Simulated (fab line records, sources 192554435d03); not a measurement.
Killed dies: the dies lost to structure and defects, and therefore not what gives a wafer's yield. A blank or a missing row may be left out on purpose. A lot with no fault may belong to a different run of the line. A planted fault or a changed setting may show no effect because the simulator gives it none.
Check for tools in common + flow n5_finfet + Sampled: 10 lots, 30 wafers

== REASON IT WAS OPENED ==
N5_BEOL_M11_OVL_MEAS_29, reading V10_OVL: flagged on 2 of 10 lots. Fault-free wafers read -0.1 nm, with a standard deviation of 0.63.
Rule: a lot gets a flag if all its wafers with a number sit over 4 standard deviations from that mean, or if no wafer of it has a number. All remaining lots are regarded as sound.

| lot  | measured     | on         | V10_OVL (nm), wafer by wafer | flag    |
|------|--------------|------------|------------------------------|---------|
| L812 | day 10 10:51 | overlay-02 | 0.1 0.0 0.2                  |         |
| L814 | day 10 22:46 | overlay-01 | 0.3 -1.4 0.3                 |         |
| L817 | day 11 16:08 | overlay-02 | 0.3 0.8 -0.2                 |         |
| L816 | day 11 16:36 | overlay-01 | -0.6 -0.3 -1.3               |         |
| L820 | day 12 21:46 | overlay-01 | -1.0 -1.3 -0.2               |         |
| L826 | day 14 03:34 | overlay-01 | 6.2 5.6 6.6                  | FLAGGED |
| L827 | day 14 10:20 | overlay-01 | 6.5 5.2 6.2                  | FLAGGED |
| L832 | day 15 19:10 | overlay-02 | -0.1 1.1 0.0                 |         |
| L831 | day 15 23:41 | overlay-02 | -0.1 0.0 0.4                 |         |
| L830 | day 15 23:51 | overlay-01 | 0.4 0.9 0.1                  |         |
The mean of the flagged lots' numbers is 6.0 nm, +6.1 nm from the usual (+10 standard deviations).

== WHICH TOOL EACH LOT WENT THROUGH ==
2 process steps preceding the reading are held in the record, out of 1938 steps in the route. In each cell: the tool, then ch and the chambers that the sampled wafers went through, then the start.
| lot  | flag    | N5_BEOL_M11_PECVD_70            | N5_BEOL_M11_EXPOSE_25              |
|------|---------|---------------------------------|------------------------------------|
| L812 |         | pecvd-04 ch 0,2, day 10 07:35   | arfi_scanner-03 ch 0, day 10 10:41 |
| L814 |         | pecvd-02 ch 0,1,2, day 10 20:07 | arfi_scanner-03 ch 0, day 10 22:35 |
| L817 |         | pecvd-03 ch 0,1, day 11 14:12   | arfi_scanner-02 ch 0, day 11 15:58 |
| L816 |         | pecvd-02 ch 0,1, day 11 15:02   | arfi_scanner-03 ch 0, day 11 16:26 |
| L820 |         | pecvd-04 ch 0,1, day 12 15:53   | arfi_scanner-03 ch 0, day 12 21:37 |
| L826 | FLAGGED | pecvd-03 ch 0,1,2, day 14 01:28 | arfi_scanner-03 ch 0, day 14 03:24 |
| L827 | FLAGGED | pecvd-04 ch 1,2, day 14 04:36   | arfi_scanner-03 ch 0, day 14 10:11 |
| L832 |         | pecvd-04 ch 0,2, day 15 13:50   | arfi_scanner-01 ch 0, day 15 19:00 |
| L831 |         | pecvd-04 ch 0,1,2, day 15 19:02 | arfi_scanner-02 ch 0, day 15 23:31 |
| L830 |         | pecvd-02 ch 0,1, day 15 18:14   | arfi_scanner-01 ch 0, day 15 23:42 |
These steps, and what they do:
- N5_BEOL_M11_PECVD_70: deposits SiO2 from TEOS/O2, target thk 20 nm, time 22.7 s.
- N5_BEOL_M11_EXPOSE_25: exposes mask V10.
- N5_BEOL_M11_OVL_MEAS_29

== FLAGGED OVER TOTAL, TOOL BY TOOL (the gauges that took the reading come last) ==
| step                    | tool            | lots run | flagged | share of the flagged lots | sound lots run after its first flagged lot |
|-------------------------|-----------------|----------|---------|---------------------------|--------------------------------------------|
| N5_BEOL_M11_PECVD_70    | pecvd-02        | 3        | 0       | none                      | -                                          |
| N5_BEOL_M11_PECVD_70    | pecvd-03        | 2        | 1       | some                      | 0                                          |
| N5_BEOL_M11_PECVD_70    | pecvd-04        | 5        | 1       | some                      | 2 (L832,L831)                              |
| N5_BEOL_M11_EXPOSE_25   | arfi_scanner-01 | 2        | 0       | none                      | -                                          |
| N5_BEOL_M11_EXPOSE_25   | arfi_scanner-02 | 2        | 0       | none                      | -                                          |
| N5_BEOL_M11_EXPOSE_25   | arfi_scanner-03 | 6        | 2       | all                       | 0                                          |
| N5_BEOL_M11_OVL_MEAS_29 | overlay-01      | 6        | 2       | all                       | 1 (L830)                                   |
| N5_BEOL_M11_OVL_MEAS_29 | overlay-02      | 4        | 0       | none                      | -                                          |

== WHAT IS ALLOWED BY THE TABLE ==
Table rows that saw every flagged lot: 2, namely arfi_scanner-03 at N5_BEOL_M11_EXPOSE_25 and overlay-01 at N5_BEOL_M11_OVL_MEAS_29.
- arfi_scanner-03 at N5_BEOL_M11_EXPOSE_25: 2 of its 6 lots flagged. A fault beginning between L820 (day 12 21:37), its last sound lot, and L826 (day 14 03:24), its first flagged one, fits the data.
- overlay-01 at N5_BEOL_M11_OVL_MEAS_29: 2 of its 6 lots flagged. Lots that were sound ran on it after the first flagged one (L830); a persistent fault on the entire tool would not allow that.
arfi_scanner-03 at N5_BEOL_M11_EXPOSE_25 is the single tool remaining.

== WHAT WAS PUT IN BY THE SIMULATOR ==
Scanner matching overlay: arfi_scanner-03, from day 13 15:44 on, at N5_BEOL_M11_EXPOSE_25. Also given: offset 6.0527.
Struck lots among those shown: L826, L827. The rule given above showed the same thing.
